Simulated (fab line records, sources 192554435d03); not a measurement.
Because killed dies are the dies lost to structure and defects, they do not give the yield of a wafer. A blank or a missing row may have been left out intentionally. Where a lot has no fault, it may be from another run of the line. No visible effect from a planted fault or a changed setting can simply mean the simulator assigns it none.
Split-lot trial ; flow n5Finfet ; 21 wafers read from 7 lots, route of 1938 steps

== ON THE SPLIT ==
At N5_PASSIVATION_PASS_ETCH_47 (etches SiNx in CF4/O2, target depth 770 nm, time 385 s), the setting sourceW was moved away from the recipe's 535 W on 8 of the 21 wafers read, by -15.2% to +12.4%. For the rest of the wafers, this setting stayed at what the recipe calls for.

The reading is taken at the split's own step.

== THE READING ==
rfVppV, in V, at N5_PASSIVATION_PASS_ETCH_47 (etches SiNx in CF4/O2, target depth 770 nm, time 385 s). Fault-free wafers of this fab line usually give 239 V, standard deviation 4 V.

wafer;tool, chamber at the split;sourceW as run, W;against the recipe;rfVppV, V;against lot-mates on the recipe
L074.1;rieDiel-04, 3;535;recipe;235;-
L074.2;rieDiel-04, 0;535;recipe;239;-
L074.5;rieDiel-04, 3;535;recipe;236;-
L082.2;rieDiel-06, 2;580.4;+8.5%;229;-14
L082.5;rieDiel-06, 1;535;recipe;243;-
L082.6;rieDiel-06, 2;580.4;+8.5%;229;-14
L084.4;rieDiel-06, 3;535;recipe;237;-
L084.5;rieDiel-06, 3;535;recipe;239;-
L084.6;rieDiel-06, 2;455.5;-14.9%;262;+24
L086.1;rieDiel-04, 1;535;recipe;235;-
L086.4;rieDiel-04, 3;535;recipe;238;-
L086.5;rieDiel-04, 0;578.8;+8.2%;229;-8
L091.1;rieDiel-03, 3;535;recipe;248;-
L091.4;rieDiel-03, 0;453.5;-15.2%;259;+12
L091.5;rieDiel-03, 2;535;recipe;245;-
L092.3;rieDiel-04, 3;601.6;+12.4%;225;-11
L092.5;rieDiel-04, 2;601.6;+12.4%;222;-14
L092.6;rieDiel-04, 1;535;recipe;236;-
L093.3;rieDiel-06, 2;535;recipe;240;-
L093.4;rieDiel-06, 0;592.7;+10.8%;229;-9
L093.6;rieDiel-06, 3;535;recipe;236;-

THE FIT
A straight line over all 21 wafers: rfVppV changes by -1.29 V for each +1% of sourceW; r = -0.94; the points scatter about the line by 3.5 V.
The same after taking each lot's own level away (the mean of its wafers on the recipe; 21 wafers): -1.15 V for each +1%; r = -0.95; scatter 2.9 V.
On that fit, the largest move of sourceW shifts the reading by 18 V.
The lots' own levels span 236.0 to 246.5 V, that is 2.6 times the standard deviation above.
Thus the slope moves with the lot-to-lot level: the two fits are different.
Check: +20.1 V against its lot-mates is what the line predicts for one of the wafers moved furthest among these (-15.2%) when that wafer is left out of the fit. Against them it came out at +12.5 V.
Tool readings at the split's step, against how far the setting was moved: rfVppV r = -0.94.

== OTHER SPLITS ON THESE WAFERS ==
These wafers also went through other splits before the reading. Each is held against what the fit with the lots' levels taken away leaves over:
other split on the same wafers;wafers away from the commonest value;r with rfVppV (lot level and that fit taken away)
N5_BEOL_M13_TRENCH_ETCH_34 timeS;6;-0.29
N5_BEOL_M15_COAT_04 spinRpm;9;-0.03
N5_BEOL_M15_TRENCH_ETCH_34 biasW;6;+0.54
N5_PASSIVATION_PECVD_01 timeS;11;+0.11

== THE WHOLE CHAIN: every reading that the file lists as answering this split, in the file's order ==
step;what it does;reading;change (the file's fit);r (the file's)
N5_PASSIVATION_PASS_ETCH_47;etches SiNx in CF4/O2, target depth 770 nm, time 385 s;rfVppV;-1.14 V for each +1% of the setting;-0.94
N5_PASSIVATION_PASS_ETCH_47;etches SiNx in CF4/O2, target depth 770 nm, time 385 s;etch.depthNm (the simulator's own value, which no gauge read);+6.3 nm for each +1% of the setting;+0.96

== FILE'S OWN FIT ==
rfVppV changes by -1.14 V for each +1% of sourceW, r = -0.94.
